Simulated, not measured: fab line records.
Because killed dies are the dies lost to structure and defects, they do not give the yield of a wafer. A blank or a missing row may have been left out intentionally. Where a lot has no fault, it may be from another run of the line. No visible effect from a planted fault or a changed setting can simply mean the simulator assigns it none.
Split-lot study	flow n5Finfet	route with 1938 steps; 7 lots, 21 wafers read

== THE SPLIT ITSELF ==
At N5_BEOL_M7_VIA_ETCH_34 (etches SiCOH lowk in C4F6/O2, target depth 125.5 nm, time 50.5 s), the setting sourceW was moved away from the recipe's 345 W on 9 of the 21 wafers read, by +4.6% to +17.0%. The other wafers ran this setting at the recipe's value.

The split's own step is where the reading is taken.

== THE READING ==
rfVppV, in V, at N5_BEOL_M7_VIA_ETCH_34 (etches SiCOH lowk in C4F6/O2, target depth 125.5 nm, time 50.5 s). On this fab line, fault-free wafers typically give 658 V with a standard deviation of 9.8 V.

wafer	tool, chamber at the split	sourceW as run, W	against the recipe	rfVppV, V	against lot-mates on the recipe
L075.1	rieDiel-03, 2	400.1	+16.0%	607	-47
L075.3	rieDiel-03, 3	400.1	+16.0%	608	-46
L075.6	rieDiel-03, 2	345	recipe	654	-
L080.2	rieDiel-02, 1	367.4	+6.5%	626	-47
L080.3	rieDiel-02, 3	345	recipe	673	-
L080.5	rieDiel-02, 0	367.4	+6.5%	631	-42
L085.3	rieDiel-03, 3	345	recipe	654	-
L085.5	rieDiel-03, 2	345	recipe	657	-
L085.6	rieDiel-03, 3	345	recipe	654	-
L084.1	rieDiel-03, 1	345	recipe	651	-
L084.5	rieDiel-03, 3	345	recipe	655	-
L084.6	rieDiel-03, 0	345	recipe	664	-
L089.2	rieDiel-02, 1	370.6	+7.4%	623	-37
L089.5	rieDiel-02, 2	345	recipe	660	-
L089.6	rieDiel-02, 3	370.6	+7.4%	649	-11
L094.1	rieDiel-01, 0	361	+4.6%	638	-43
L094.2	rieDiel-01, 3	345	recipe	681	-
L094.4	rieDiel-01, 2	361	+4.6%	649	-32
L096.1	rieDiel-03, 3	345	recipe	653	-
L096.3	rieDiel-03, 2	345	recipe	655	-
L096.6	rieDiel-03, 2	403.8	+17.0%	604	-50

FIT RESULTS
A straight line over all 21 wafers: rfVppV changes by -3.3 V for each +1% of sourceW; r = -0.91; the points scatter about the line by 8.9 V.
The same after taking each lot's own level away (the mean of its wafers on the recipe; 21 wafers): -3.16 V for each +1%; r = -0.86; scatter 11 V.
According to that fit, moving sourceW by its largest amount changes the reading by 54 V.
The span of the lots' own levels, 654.0 to 681.0 V, comes to 2.8 times the standard deviation stated above.
Hence the lot-to-lot level has little effect on the slope; both slopes agree.
Check: with one of the wafers moved furthest among these (+17.0%) left out of the fit, the line predicts -61 V for it against its lot-mates. It came out at -50 V against them.
Tool readings at the split's step, against how far the setting was moved: rfVppV r = -0.91.

== ADDITIONAL SPLITS CARRIED BY THESE WAFERS ==
These wafers also went through other splits before the reading. Each is held against what the fit with the lots' levels taken away leaves over:
other split on the same wafers	wafers away from the commonest value	r with rfVppV (lot level and that fit taken away)
N5_BEOL_M6_EXPOSE_08 doseMj	10	-0.30
N5_BEOL_M6_ETCH_62 biasW	7	-0.15
N5_BEOL_M6_TRENCH_ETCH_37 biasW	8	+0.27

== FILE'S OWN FIT ==
rfVppV changes by -3.37 V for each +1% of sourceW, r = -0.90.
